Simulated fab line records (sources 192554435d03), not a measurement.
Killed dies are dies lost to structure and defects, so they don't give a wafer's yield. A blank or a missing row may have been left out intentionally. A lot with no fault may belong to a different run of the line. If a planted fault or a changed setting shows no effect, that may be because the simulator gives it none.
Problem report, 8D (eight disciplines) form, completed by code :: flow n5-finfet :: the parts of the form that need people (team, actions taken, sign-off) are left out

1. PROBLEM STATEMENT
rf-fwd-power-W at N5_HKMG_FIN_ETCH_67 reads a mean of 1048 W on 6 wafers of 2 lots; wafers without a fault read 844 W with a standard deviation of 3.4. Measured from the usual mean, that is +60 standard deviations.
The step: etches SOC in N2/H2, stops on TiN, target depth 388.9 nm.
Earliest sighting: wafer L610.2 on rie-diel-02 at day 5 04:56. The record has a number at this step for 18 wafers belonging to 6 lots. Rule for "out" (also "out of limits"): further than 4 standard deviations from the usual mean. The rest of the wafers with a number are treated as sound.

2. WHAT IT IS, AND WHAT IT ISN'T
question: which readings at this step
is: rf-fwd-power-W, rf-vpp-V
is not: drypump-motor-current-A, showerhead-plenum-p-Torr, throttle-valve-pct

question: which lots
is: L610, L614
is not: L622, L624, L625, L629

question: which wafers of those lots
is: all that have a number
is not: -

question: read on which tools
is: rie-diel-02
is not: rie-diel-01, rie-diel-05

question: when
is: from day 5 04:56
is not: up to then (0 sound wafers); but 12 sound wafers of L622, L624, L625, L629 came after

3. SUSPECTS, AND WHAT RULES EACH OUT
Counting: a tool at any process step up to the reading remains a suspect when it ran all the lots that are out and ran no sound lot after the first of those.
- rie-diel-02 at N5_HKMG_FIN_STRIP_92 (strips SOC in N2/H2, time 20 s): ruled out as a lasting fault. Sound lots L624, L625 ran on it after its first lot that is out, L610 (day 5 02:55).
- ald-metal-03 at N5_HKMG_FIN_ALD_71 (deposits TiN, target thk 1 nm, pulse time 1 s, purge time 3 s): ruled out as a lasting fault. Sound lots L625, L629 ran on it after its first lot that is out, L610 (day 5 04:33).
- rie-diel-02 at N5_HKMG_FIN_ETCH_67 (etches SOC in N2/H2, stops on TiN, target depth 388.9 nm): ruled out as a lasting fault. Sound lots L629 ran on it after its first lot that is out, L610 (day 5 04:56).
Left after counting: nothing in the record.

4. THE CAUSE (what the simulator had put in)
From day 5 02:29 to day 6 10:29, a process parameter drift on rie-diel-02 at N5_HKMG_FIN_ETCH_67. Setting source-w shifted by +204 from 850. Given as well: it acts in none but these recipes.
Counting ruled it out, wrongly.

5. SEQUENCE OF EFFECTS, ordered by route
Rows list readings where the struck wafers' mean (over those with a number) sits beyond 3 standard deviations from the usual. Only readings for which the record gives a usual standard deviation are gone through. hours: the time from each lot's start at the first step in this table that gives one to its start at this step, as a median over the lots. sigmas: the change in usual standard deviations.
hours: 0
step: N5_HKMG_FIN_ETCH_67
reading: rf-fwd-power-W
usual: 844 W
on struck wafers: 1048
change: +204
sigmas: +60

hours: 0
step: N5_HKMG_FIN_ETCH_67
reading: rf-vpp-V
usual: 241.0 V
on struck wafers: 224.9
change: -16.1
sigmas: -11
Process steps it contains:
- N5_HKMG_FIN_ETCH_67: etches SOC in N2/H2, stops on TiN, target depth 388.9 nm.
Later steps that measure or inspect, where all struck wafers having a row at the step show a number for every such reading and not one has moved that far: N5_BEOL_M4_RC_MEAS_101.

6. HOW IT WOULD HAVE BEEN CAUGHT EARLIER
In this record the first reading out of limits was taken at day 5 04:56, 2 hours after the fault began at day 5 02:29.
